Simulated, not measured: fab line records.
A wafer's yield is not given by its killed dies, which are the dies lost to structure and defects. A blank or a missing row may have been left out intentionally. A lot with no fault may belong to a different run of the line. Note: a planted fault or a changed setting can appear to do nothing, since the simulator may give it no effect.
Comparing a struck lot with a sound one	flow nandHarc	15 steps out of a route of 1302
Sound: wafers L834.4, L834.5, L834.6. Struck: wafer L849.1 (L849.3, L849.4, from the same lot, were not struck and are left out); the cause is given at the end.
Per side, at each step with rows, come the tool, then ch with its chambers, and then its first start. Under that, the readings that differ: sound wafers	struck wafers	difference of the means	sigmas: that difference in standard deviations of wafers without a fault.
alike: a reading whose means differ by less than 2 such deviations, as well as words and numbers matching on both sides. not compared: withheld readings; readings where some wafer has no value; bounds like >300 that might hide an equal value; numbers whose values overlap and for which the record gives no deviation.
A row with sigmas, a row that says differs or no value, or rows on one side alone: a step with any of these is where the two part. Numbers that don't overlap but have no deviation are shown without sigmas and don't part them. A reading that every wafer of one side lacks parts them only if that side has two wafers or more.

first, 3 steps without rows for these wafers: NHARC_THIN_TSV_EXPOSE_09 (exposes mask TSV); NHARC_THIN_TSV_PEB_10 (peb time 85 s); NHARC_THIN_TSV_DEVELOP_11 (time 70 s).
NHARC_THIN_TSV_CD_MEAS_12 targets a cd of 1000 nm.
  sound on cdSem-02 ch 0, day 24 10:03; struck on cdSem-03 ch 0, day 30 16:28
  alike: cdNm
then, 1 step without rows for these wafers: NHARC_THIN_TSV_HARDBAKE_13 (time 80 s).
NHARC_THIN_TSV_DESCUM_14: chemistry O2, time 3 s.
  sound on rieDiel-13 ch 0,3, day 24 10:13; struck on rieDiel-13 ch 1, day 30 16:38
  alike: drypumpMotorCurrentA, oesProductAu, rfVppV, showerheadPlenumPTorr, throttleValvePct
  not compared: rfHoursCounterH
NHARC_THIN_TSV_ETCH_44: etches the open film in CF4/O2, target depth 1594.2 nm, time 797.1 s.
  sound on rieDiel-13 ch 0,1,3, day 24 10:28; struck on rieDiel-13 ch 0, day 30 16:43
  alike: drypumpMotorCurrentA, oesProductAu, rfVppV, showerheadPlenumPTorr, throttleValvePct
  not compared: rfHoursCounterH
NHARC_THIN_TSV_ETCH_15: target depth 3000 nm, bosch target overetch cycles 2, bosch etch step 2.8 s.
  sound on rieSi-02 ch 0,3, day 24 10:52; struck on rieSi-02 ch 1, day 30 17:18
  alike: drypumpMotorCurrentA
  not compared: rfHoursCounterH
NHARC_THIN_TSV_CD_MEAS_16:
  sound: cdSem-03 at day 24 11:01; struck: cdSem-03 at day 30 17:28
  alike: cdNm
then, 2 steps without rows for these wafers: NHARC_THIN_TSV_STRIP_45 (strips in O2); NHARC_THIN_TSV_STRIP_46 (strips in post etch residue remover, time 1200 s).
NHARC_THIN_TSV_DEP_47: deposits SiO2, target thk 200 nm.
  sound on pecvd-01 ch 0,1,2, day 24 12:01; struck on pecvd-01 ch 1, day 30 18:20
  alike: throttleValvePct
NHARC_THIN_TSV_ETCHBACK_48: etches the open film in C4F8/Ar, target depth 1028.5 nm, time 405.17 s.
  sound on rieDiel-13 ch 1,2, day 24 12:17; struck on rieDiel-13 ch 1, day 30 18:44
reading	sound	struck	difference	sigmas
oesProductAu (a.u.)	0.91 0.92 0.91	0.98	+0.07	+2
overEtchFrac	0.3 0.3 0.3	0.24107	-0.05893	
  alike: rfVppV
  not compared: rfHoursCounterH
NHARC_THIN_TSV_STRIP_62: strips in N2/H2, time 20 s.
  sound on plasmaAsher-02 ch 0,1, day 24 12:42; struck on plasmaAsher-01 ch 0, day 30 19:05
reading	sound	struck	difference	sigmas
rfHoursCounterH (h)	- - -	2	no value on the sound wafers	
  alike: drypumpMotorCurrentA, heaterPowerW
next, for these wafers, 1 step has no rows: NHARC_END_SORT_01.

== WHERE THEY PART ==
At NHARC_THIN_TSV_ETCHBACK_48 first; at NHARC_THIN_TSV_STRIP_62 last (within this record only).

WHY: whatever the simulator had introduced
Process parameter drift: rieDiel-13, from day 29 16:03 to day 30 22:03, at NHARC_THIN_TSV_ETCHBACK_48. Setting overEtchFrac, moved by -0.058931, from 0.3. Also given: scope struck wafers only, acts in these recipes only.
